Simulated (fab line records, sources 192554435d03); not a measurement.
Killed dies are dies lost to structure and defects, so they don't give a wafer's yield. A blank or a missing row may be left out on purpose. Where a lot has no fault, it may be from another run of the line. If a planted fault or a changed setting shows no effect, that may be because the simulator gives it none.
Which tool is to blame? / flow n5Finfet / 13 lots, 39 wafers sampled, at 3 steps of a route of 1938

WHAT THE GAUGES SHOWED, per wafer
N5_PASSIVATION_CD_MEAS_44: the cd target is 40000 nm.
lot=L878; measured=day 13 02:26; on=cdSem-02; cdNm (nm)=39995 39999 39999
lot=L880; measured=day 13 21:18; on=cdSem-01; cdNm (nm)=39995 40000 39996
lot=L882; measured=day 13 23:56; on=cdSem-03; cdNm (nm)=40004 40002 39998
lot=L884; measured=day 14 21:53; on=cdSem-02; cdNm (nm)=39999 40004 39996
lot=L883; measured=day 14 22:16; on=cdSem-01; cdNm (nm)=40006 40000 40007
lot=L888; measured=day 15 01:26; on=cdSem-02; cdNm (nm)=39996 40003 40003
lot=L887; measured=day 15 07:41; on=cdSem-01; cdNm (nm)=40001 40005 40004
lot=L892; measured=day 16 23:14; on=cdSem-01; cdNm (nm)=40000 40003 40000
lot=L897; measured=day 17 11:32; on=cdSem-01; cdNm (nm)=40005 40005 40001
lot=L898; measured=day 17 22:13; on=cdSem-01; cdNm (nm)=40004 40003 39997
lot=L900; measured=day 18 14:02; on=cdSem-01; cdNm (nm)=40000 39999 39999
lot=L899; measured=day 18 13:28; on=cdSem-03; cdNm (nm)=40001 40000 39994
lot=L901; measured=day 18 17:44; on=cdSem-01; cdNm (nm)=40001 39998 40002

WHICH TOOL RAN EACH LOT (tool, then ch and the chambers of the sampled wafers, then the start)
lot=L878; N5_MIM_TOP_DEGAS_04=pvdSputter-01, day 12 17:32; N5_PASSIVATION_ETCH_59=rieMetal-02 ch 0,1, day 13 00:32
lot=L880; N5_MIM_TOP_DEGAS_04=pvdSputter-01, day 13 13:35; N5_PASSIVATION_ETCH_59=rieMetal-02 ch 0,1, day 13 20:07
lot=L882; N5_MIM_TOP_DEGAS_04=pvdSputter-02, day 13 16:49; N5_PASSIVATION_ETCH_59=rieMetal-03 ch 0,1, day 13 22:47
lot=L884; N5_MIM_TOP_DEGAS_04=pvdSputter-02, day 14 13:06; N5_PASSIVATION_ETCH_59=rieMetal-02 ch 0,1, day 14 20:37
lot=L883; N5_MIM_TOP_DEGAS_04=pvdSputter-02, day 14 14:34; N5_PASSIVATION_ETCH_59=rieMetal-02 ch 0,1, day 14 21:07
lot=L888; N5_MIM_TOP_DEGAS_04=pvdSputter-03, day 14 18:03; N5_PASSIVATION_ETCH_59=rieMetal-02 ch 0,1, day 15 00:07
lot=L887; N5_MIM_TOP_DEGAS_04=pvdSputter-01, day 14 23:07; N5_PASSIVATION_ETCH_59=rieMetal-01 ch 0,1, day 15 06:26
lot=L892; N5_MIM_TOP_DEGAS_04=pvdSputter-01, day 16 15:27; N5_PASSIVATION_ETCH_59=rieMetal-02 ch 0,1, day 16 21:56
lot=L897; N5_MIM_TOP_DEGAS_04=pvdSputter-02, day 17 02:50; N5_PASSIVATION_ETCH_59=rieMetal-02 ch 0,1, day 17 10:07
lot=L898; N5_MIM_TOP_DEGAS_04=pvdSputter-01, day 17 14:37; N5_PASSIVATION_ETCH_59=rieMetal-03 ch 0,1, day 17 20:55
lot=L900; N5_MIM_TOP_DEGAS_04=pvdSputter-03, day 18 02:20; N5_PASSIVATION_ETCH_59=rieMetal-01 ch 0, day 18 12:07
lot=L899; N5_MIM_TOP_DEGAS_04=pvdSputter-03, day 18 02:40; N5_PASSIVATION_ETCH_59=rieMetal-03 ch 0,1, day 18 11:54
lot=L901; N5_MIM_TOP_DEGAS_04=pvdSputter-03, day 18 06:58; N5_PASSIVATION_ETCH_59=rieMetal-01 ch 0,1, day 18 16:26
- N5_MIM_TOP_DEGAS_04: time 60 s.
- N5_PASSIVATION_ETCH_59: etches TaN in Cl2/BCl3, target depth 65 nm, time 34.9 s.

AS READ BY THE TOOLS THEMSELVES (means over the sampled wafers that have a number; for cases with no such wafer, the mark the record gives instead)
N5_MIM_TOP_DEGAS_04.
lot=L878; tool=pvdSputter-01; heaterPowerW (W)=511
lot=L880; tool=pvdSputter-01; heaterPowerW (W)=470
lot=L882; tool=pvdSputter-02; heaterPowerW (W)=457
lot=L884; tool=pvdSputter-02; heaterPowerW (W)=434
lot=L883; tool=pvdSputter-02; heaterPowerW (W)=431
lot=L888; tool=pvdSputter-03; heaterPowerW (W)=470
lot=L887; tool=pvdSputter-01; heaterPowerW (W)=505
lot=L892; tool=pvdSputter-01; heaterPowerW (W)=497
lot=L897; tool=pvdSputter-02; heaterPowerW (W)=429
lot=L898; tool=pvdSputter-01; heaterPowerW (W)=480
lot=L900; tool=pvdSputter-03; heaterPowerW (W)=417
lot=L899; tool=pvdSputter-03; heaterPowerW (W)=421
lot=L901; tool=pvdSputter-03; heaterPowerW (W)=445

N5_PASSIVATION_ETCH_59.
lot=L878; tool=rieMetal-02; drypumpMotorCurrentA (A)=5.4; oesProductAu (a.u.)=0.85; throttleValvePct (%)=21.10
lot=L880; tool=rieMetal-02; drypumpMotorCurrentA (A)=5.3; oesProductAu (a.u.)=0.86; throttleValvePct (%)=21.08
lot=L882; tool=rieMetal-03; drypumpMotorCurrentA (A)=5.3; oesProductAu (a.u.)=0.79; throttleValvePct (%)=21.24
lot=L884; tool=rieMetal-02; drypumpMotorCurrentA (A)=5.4; oesProductAu (a.u.)=0.83; throttleValvePct (%)=21.12
lot=L883; tool=rieMetal-02; drypumpMotorCurrentA (A)=5.5; oesProductAu (a.u.)=0.83; throttleValvePct (%)=21.10
lot=L888; tool=rieMetal-02; drypumpMotorCurrentA (A)=5.3; oesProductAu (a.u.)=0.85; throttleValvePct (%)=21.09
lot=L887; tool=rieMetal-01; drypumpMotorCurrentA (A)=5.8; oesProductAu (a.u.)=0.69; throttleValvePct (%)=20.94
lot=L892; tool=rieMetal-02; drypumpMotorCurrentA (A)=5.3; oesProductAu (a.u.)=0.83; throttleValvePct (%)=21.10
lot=L897; tool=rieMetal-02; drypumpMotorCurrentA (A)=5.4; oesProductAu (a.u.)=0.81; throttleValvePct (%)=21.13
lot=L898; tool=rieMetal-03; drypumpMotorCurrentA (A)=5.3; oesProductAu (a.u.)=0.76; throttleValvePct (%)=21.26
lot=L900; tool=rieMetal-01; drypumpMotorCurrentA (A)=5.9; oesProductAu (a.u.)=0.72; throttleValvePct (%)=20.73
lot=L899; tool=rieMetal-03; drypumpMotorCurrentA (A)=5.6; oesProductAu (a.u.)=0.71; throttleValvePct (%)=21.24
lot=L901; tool=rieMetal-01; drypumpMotorCurrentA (A)=5.9; oesProductAu (a.u.)=0.79; throttleValvePct (%)=20.81

THE ANSWER, worked out from the rows above alone
Rule: the usual values come from the lots themselves. Put in order of their means at a reading, lots are off if they are a third of the lots or fewer, leave a main group of 4 or more, and stand apart from it by a gap of 3 or more times the standard deviation of the main group's means; of several such gaps the widest counts. A main group is skipped when, at the precision printed for the reading in the tables above, its means are all equal. Also off: a lot with no number at a reading for which 4 or more lots have one. Any other lot the step has rows for is counted as sound. Order of review: gauges by route order, followed by the tools' own readings, for which a lot's mean as printed above is used. At the first step where some lot is off, the reading lying furthest off is the one used; lots without a number count as furthest.
Across all readings shown, no lot is off: no conclusion can be drawn from this.

WHAT THE SIMULATOR PUT IN
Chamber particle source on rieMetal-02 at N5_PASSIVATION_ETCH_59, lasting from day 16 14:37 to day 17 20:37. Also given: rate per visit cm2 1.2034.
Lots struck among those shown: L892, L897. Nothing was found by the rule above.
